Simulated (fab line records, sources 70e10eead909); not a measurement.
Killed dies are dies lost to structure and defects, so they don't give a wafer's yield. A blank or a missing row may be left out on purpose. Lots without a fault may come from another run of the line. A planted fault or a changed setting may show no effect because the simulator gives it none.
Chamber matching | flow nand_harc | NHARC_P_M2_ETCH_35 on rie_diel-11: 4 sister chambers
The step etches the open film in N2/H2, target depth 40 nm, overetch 12 nm, time 43.94 s. 4 wafers are shown with their chamber, then 8 later ones without.

WAFERS WITH THEIR CHAMBER
wafer  | chamber | rf_vpp_V (V)
L079.3 | 3       | 435.3
L079.6 | 2       | 429.8
L083.5 | 1       | 433.2
L085.2 | 0       | 431.6

WAFERS WITHOUT THEIR CHAMBER
wafer  | rf_vpp_V (V)
L085.3 | 431.3
L085.6 | 428.6
L092.4 | 430.2
L092.5 | 432.1
L092.6 | 429.1
L096.1 | 430.7
L096.4 | 433.4
L096.6 | 434.5

WHICH CHAMBER EACH WENT THROUGH
wafer  | from the rows above     | in truth
L085.3 | can't be placed: 0 or 2 | 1
L085.6 | 2                       | 2
L092.4 | can't be placed: 2 or 0 | 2
L092.5 | can't be placed: 0 or 1 | 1
L092.6 | 2                       | 2
L096.1 | can't be placed: 2 or 0 | 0
L096.4 | 1                       | 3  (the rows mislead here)
L096.6 | can't be placed: 3 or 1 | 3
Placed correctly: 2 of 8. Can't be placed from these rows: 5 (the true chamber is among the candidates in 4). Placed wrongly: 1.
How it was worked out, from the rows above alone: a wafer's distance from a chamber is the root of the sum, over the readings, of the square of ((its reading less the chamber's mean) divided by the reading's scatter). The wafer belongs to the nearest chamber; if the next one is less than 2 further off, it can't be placed. A chamber's mean is the mean of its shown wafers. The scatter: with one shown wafer a chamber, the root of the mean of the squares of how far each hidden wafer lies from its nearest shown one.
